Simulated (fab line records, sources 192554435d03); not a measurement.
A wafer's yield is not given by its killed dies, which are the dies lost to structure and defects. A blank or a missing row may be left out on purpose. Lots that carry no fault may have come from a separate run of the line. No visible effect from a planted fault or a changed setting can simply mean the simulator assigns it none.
What tool caused it? | flow n5-finfet | 28 wafers from 10 lots sampled at 5 of the route's 1938 steps

== WHAT THE GAUGES SHOWED, per wafer ==
N5_BEOL_M4_RC_MEAS_101. Usual: DIBL_N 36.3 mV/V, standard deviation 1.2; DIBL_P 36.3 mV/V, standard deviation 1.4; IOFF_N 0.160 nA/um, standard deviation 0.02; IOFF_P 0.210 nA/um, standard deviation 0.025; ION_N 675 uA/um, standard deviation 9.5; ION_P 462 uA/um, standard deviation 7; SS_N 71.5 mV/dec, standard deviation 0.53; SS_P 73.4 mV/dec, standard deviation 0.55; VT_N 249.5 mV, standard deviation 2.6; VT_P -250.1 mV, standard deviation 2.9.
lot  | measured     | on        | DIBL_N (mV/V)  | DIBL_P (mV/V)  | IOFF_N (nA/um)    | IOFF_P (nA/um)    | ION_N (uA/um) | ION_P (uA/um) | SS_N (mV/dec)  | SS_P (mV/dec)  | VT_N (mV)         | VT_P (mV)            | flag
L950 | day 9 03:32  | prober-01 | 36.1 35.3 34.3 | 36.3 35.3 34.0 | 0.164 0.164 0.140 | 0.226 0.217 0.194 | 678 682 667   | 466 462 458   | 71.2 71.3 70.9 | 72.9 73.2 73.2 | 249.9 249.6 252.4 | -248.1 -246.8 -250.2 |
L960 | day 12 02:34 | prober-01 | 37.4 38.1 38.0 | 37.5 37.9 37.0 | 0.188 0.201 0.192 | 0.264 0.283 0.258 | 683 684 691   | 474 473 472   | 71.3 71.3 71.4 | 72.9 73.1 73.5 | 245.9 244.1 246.1 | -243.1 -245.8 -245.2 |
L962 | day 12 23:57 | prober-02 | 36.9 36.4 35.2 | 36.0 36.5 34.8 | 0.189 0.184 0.161 | 0.241 0.248 0.212 | 691 687 682   | 476 469 465   | 72.0 71.9 71.8 | 73.2 73.6 73.0 | 243.7 244.9 248.2 | -246.1 -246.3 -247.9 |
L963 | day 13 02:29 | prober-01 | 37.2 37.8 37.4 | 37.4 37.3 37.1 | 0.169 0.180 0.168 | 0.239 0.244 0.236 | 684 679 679   | 459 466 470   | 72.5 72.3 71.8 | 73.6 73.9 72.7 | 247.4 245.2 250.2 | -250.6 -247.5 -246.4 |
L964 | day 13 23:42 | prober-02 | 36.7 38.7 35.9 | 36.2 38.6 35.9 | 0.163 0.209 0.159 | 0.195 0.239 0.207 | 665 682 675   | 451 460 461   | 71.7 72.5 72.3 | 73.4 73.7 73.2 | 248.8 246.4 248.9 | -249.6 -246.2 -251.1 |
L965 | day 14 05:13 | prober-01 | 36.4 35.2 37.0 | 36.7 36.0 38.2 | 0.158 0.150 0.183 | 0.191 0.186 0.222 | 683 678 688   | 464 459 469   | 72.2 72.1 72.0 | 73.5 72.6 74.2 | 251.5 249.7 247.0 | -252.5 -253.6 -250.8 |
L966 | day 14 17:20 | prober-01 | 37.6 36.9      | 37.1 37.0      | 0.161 0.153       | 0.217 0.216       | 668 659       | 463 459       | 72.0 72.1      | 73.6 73.9      | 248.7 250.8       | -250.7 -249.5        |
L969 | day 15 02:47 | prober-01 | 35.9 35.7      | 35.7 35.6      | 0.131 0.134       | 0.184 0.183       | 659 650       | 449 449       | 70.8 71.6      | 73.0 72.8      | 253.3 253.9       | -254.3 -253.9        |
L972 | day 16 03:17 | prober-02 | 35.3 34.8 34.6 | 36.4 34.8 35.8 | 0.154 0.143 0.151 | 0.208 0.183 0.206 | 679 683 691   | 472 466 466   | 71.6 70.8 71.3 | 72.7 72.7 72.1 | 247.8 248.7 250.1 | -249.9 -250.5 -247.9 |
L973 | day 15 20:00 | prober-01 | 33.8 35.6 36.2 | 35.9 36.3 37.2 | 0.157 0.190 0.183 | 0.187 0.194 0.204 | 675 668 668   | 459 452 452   | 70.8 71.2 71.7 | 73.3 73.7 74.0 | 248.4 248.9 250.5 | -252.7 -254.3 -252.4 |

== TOOL THAT RAN EACH LOT (tool first, then ch and the chambers of the sampled wafers, then the start) ==
lot  | N5_BEOL_M1_HM_OPEN_17             | N5_BEOL_M1_VIA_ETCH_34             | N5_BEOL_M1_STRIP_97                           | N5_BEOL_M1_DEGAS_44
L950 | rie-metal-01 ch 0, day 6 00:34    | rie-diel-04 ch 1,2,3, day 6 14:15  | rie-diel-04 ch 1,2,3, day 6 15:05 or earlier  | pvd-sputter-02, day 6 15:05
L960 | rie-metal-03 ch 0,1, day 8 17:04  | rie-diel-01 ch 0,1,3, day 9 05:01  | rie-diel-01 ch 0,1,3, day 9 05:59 or earlier  | pvd-sputter-01, day 9 05:59
L962 | rie-metal-01 ch 0,1, day 9 05:01  | rie-diel-01 ch 0,1,2, day 9 17:02  | rie-diel-01 ch 0,1,2, day 9 17:38 or earlier  | pvd-sputter-02, day 9 17:38
L963 | rie-metal-02 ch 0,1, day 9 07:13  | rie-diel-02 ch 0,1,2, day 9 21:35  | rie-diel-02 ch 0,1,2, day 9 22:26 or earlier  | pvd-sputter-03, day 9 22:26
L964 | rie-metal-02 ch 0,1, day 9 15:31  | rie-diel-01 ch 1,2,3, day 10 20:02 | rie-diel-01 ch 1,2,3, day 10 20:32 or earlier | pvd-sputter-01, day 10 20:32
L965 | rie-metal-03 ch 0,1, day 9 20:55  | rie-diel-02 ch 0,2,3, day 10 20:08 | rie-diel-02 ch 0,2,3, day 10 23:26 or earlier | pvd-sputter-01, day 10 23:26
L966 | rie-metal-02 ch 0, day 10 14:46   | rie-diel-01 ch 1,3, day 11 04:14   | rie-diel-01 ch 1,3, day 11 04:49 or earlier   | pvd-sputter-01, day 11 04:49
L969 | rie-metal-03 ch 0,1, day 11 01:56 | rie-diel-01 ch 0,3, day 11 14:16   | rie-diel-01 ch 0,3, day 11 15:04 or earlier   | pvd-sputter-01, day 11 15:04
L972 | rie-metal-02 ch 0,1, day 11 23:16 | rie-diel-04 ch 0,3, day 12 10:02   | rie-diel-04 ch 0,3, day 12 10:53 or earlier   | pvd-sputter-02, day 12 10:53
L973 | rie-metal-02 ch 0,1, day 12 10:30 | rie-diel-04 ch 0,1,3, day 12 15:02 | rie-diel-04 ch 0,1,3, day 12 15:50 or earlier | pvd-sputter-02, day 12 15:50
- N5_BEOL_M1_HM_OPEN_17: chemistry Cl2/BCl3, target TiN, target depth 20 nm, overetch 6 nm.
- N5_BEOL_M1_VIA_ETCH_34: etches the open film in C4F6/O2, target depth 67.8 nm, time 64.4 s.
- N5_BEOL_M1_STRIP_97: strips in N2/H2, time 10 s.
- N5_BEOL_M1_DEGAS_44: time 60 s.

== AS READ BY THE TOOLS THEMSELVES (means over the sampled wafers that have a number; for cases with no such wafer, the mark the record gives instead) ==
N5_BEOL_M1_HM_OPEN_17. Usual: drypump-motor-current-A 5.5 A, standard deviation 0.44; oes-product-au 0.63 a.u., standard deviation 0.083; throttle-valve-pct 22.09 %, standard deviation 0.12.
lot  | tool         | drypump-motor-current-A (A) | oes-product-au (a.u.) | throttle-valve-pct (%) | flag
L950 | rie-metal-01 | 5.0                         | 0.73                  | 21.98                  |
L960 | rie-metal-03 | 5.8                         | 0.58                  | 22.16                  |
L962 | rie-metal-01 | 5.0                         | 0.64                  | 22.07                  |
L963 | rie-metal-02 | 5.4                         | 0.61                  | 21.96                  |
L964 | rie-metal-02 | 5.7                         | 0.67                  | 22.02                  |
L965 | rie-metal-03 | 5.6                         | 0.63                  | 22.21                  |
L966 | rie-metal-02 | 6.0                         | 0.70                  | 22.09                  |
L969 | rie-metal-03 | 5.7                         | 0.60                  | 22.18                  |
L972 | rie-metal-02 | 5.4                         | 0.60                  | 21.98                  |
L973 | rie-metal-02 | 5.4                         | 0.60                  | 21.98                  |

N5_BEOL_M1_VIA_ETCH_34. Usual: drypump-motor-current-A 5.3 A, standard deviation 0.44; oes-product-au 0.75 a.u., standard deviation 0.069; rf-vpp-V 668 V, standard deviation 6.2; run-length-s 87.7 s, standard deviation 0.45; showerhead-plenum-p-Torr 2.91 Torr, standard deviation 0.072; throttle-valve-pct 30.77 %, standard deviation 0.24.
lot  | tool        | drypump-motor-current-A (A) | oes-product-au (a.u.) | rf-vpp-V (V) | run-length-s (s) | showerhead-plenum-p-Torr (Torr) | throttle-valve-pct (%) | flag
L950 | rie-diel-04 | 5.8                         | 0.73                  | 663          | 88.1             | 2.79                            | 30.68                  |
L960 | rie-diel-01 | 5.3                         | 0.73                  | 670          | 87.8             | 2.94                            | 30.72                  |
L962 | rie-diel-01 | 5.4                         | 0.73                  | 667          | 87.8             | 2.90                            | 30.81                  |
L963 | rie-diel-02 | 5.0                         | 0.75                  | 667          | 87.4             | 2.96                            | 30.90                  |
L964 | rie-diel-01 | 5.1                         | 0.72                  | 665          | 104.4            | 2.90                            | 30.84                  | OFF
L965 | rie-diel-02 | 5.1                         | 0.77                  | 669          | 87.9             | 2.96                            | 30.89                  |
L966 | rie-diel-01 | 5.2                         | 0.70                  | 672          | 100.2            | 2.92                            | 30.84                  | OFF
L969 | rie-diel-01 | 5.0                         | 0.72                  | 668          | 99.8             | 2.94                            | 30.57                  | OFF
L972 | rie-diel-04 | 5.8                         | 0.80                  | 666          | 87.5             | 2.85                            | 30.67                  |
L973 | rie-diel-04 | 5.9                         | 0.87                  | 669          | 87.8             | 2.92                            | 30.66                  |

N5_BEOL_M1_STRIP_97. Usual: drypump-motor-current-A 5.3 A, standard deviation 0.44; oes-product-au 0.75 a.u., standard deviation 0.068; rf-vpp-V 59.3 V, standard deviation 0.8; showerhead-plenum-p-Torr 2.61 Torr, standard deviation 0.069; throttle-valve-pct 23.7 %, standard deviation 0.3.
lot  | tool        | drypump-motor-current-A (A) | oes-product-au (a.u.) | rf-vpp-V (V) | showerhead-plenum-p-Torr (Torr) | throttle-valve-pct (%) | flag
L950 | rie-diel-04 | 5.7                         | 0.73                  | 58.8         | 2.49                            | 23.6                   |
L960 | rie-diel-01 | 5.3                         | 0.72                  | 59.6         | 2.63                            | 23.7                   |
L962 | rie-diel-01 | 5.4                         | 0.73                  | 59.2         | 2.60                            | 23.8                   |
L963 | rie-diel-02 | 5.0                         | 0.76                  | 59.2         | 2.65                            | 23.9                   |
L964 | rie-diel-01 | 5.1                         | 0.72                  | 59.4         | 2.59                            | 23.7                   |
L965 | rie-diel-02 | 5.1                         | 0.77                  | 60.0         | 2.66                            | 23.8                   |
L966 | rie-diel-01 | 5.2                         | 0.70                  | 59.0         | 2.62                            | 23.8                   |
L969 | rie-diel-01 | 5.1                         | 0.72                  | 59.2         | 2.63                            | 23.4                   |
L972 | rie-diel-04 | 5.8                         | 0.80                  | 59.9         | 2.55                            | 23.6                   |
L973 | rie-diel-04 | 6.0                         | 0.87                  | 60.3         | 2.61                            | 23.5                   |

N5_BEOL_M1_DEGAS_44. Usual: 315 W for heater-power-w, sd 36.
lot  | tool           | heater-power-w (W) | flag
L950 | pvd-sputter-02 | 313                |
L960 | pvd-sputter-01 | 322                |
L962 | pvd-sputter-02 | 288                |
L963 | pvd-sputter-03 | 312                |
L964 | pvd-sputter-01 | 319                |
L965 | pvd-sputter-01 | 301                |
L966 | pvd-sputter-01 | 312                |
L969 | pvd-sputter-01 | 288                |
L972 | pvd-sputter-02 | 339                |
L973 | pvd-sputter-02 | 315                |

== THE ANSWER, worked out from the rows above alone ==
Rule: a lot is off if the mean of its wafers that have a number lies more than 3 standard deviations from the usual mean. A lot without any number at a reading at which 4 lots or more have one is off too. The other lots that the step has rows for count as sound. First the gauges in route order, then the tools' own readings, where a lot's mean is used as printed above. The first step at which some lot is off is used, and at that step the reading that is off furthest; a lot without a number counts as furthest.
Off: L964, L966, L969 (N5_BEOL_M1_VIA_ETCH_34, run-length-s).
A tool fits if, at that step or a process step before it, it ran every lot that is off, and no sound lot after the first of them. One fits: N5_BEOL_M1_VIA_ETCH_34 on rie-diel-01. A fault onset in the window from L962 (day 9 17:02, its last sound lot) to L964 (day 10 20:02, its first lot off) fits.
The tool's own readings at N5_BEOL_M1_VIA_ETCH_34 bear it out: on the lots that are off they differ by more than 5 times the standard deviation of the sound lots' means. run-length-s reads 101.5 s there against 87.8 s on the sound lots.

== WHAT HAD BEEN PUT IN BY THE SIMULATOR ==
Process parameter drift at N5_BEOL_M1_VIA_ETCH_34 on rie-diel-01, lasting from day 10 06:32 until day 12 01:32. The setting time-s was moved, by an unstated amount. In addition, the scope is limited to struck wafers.
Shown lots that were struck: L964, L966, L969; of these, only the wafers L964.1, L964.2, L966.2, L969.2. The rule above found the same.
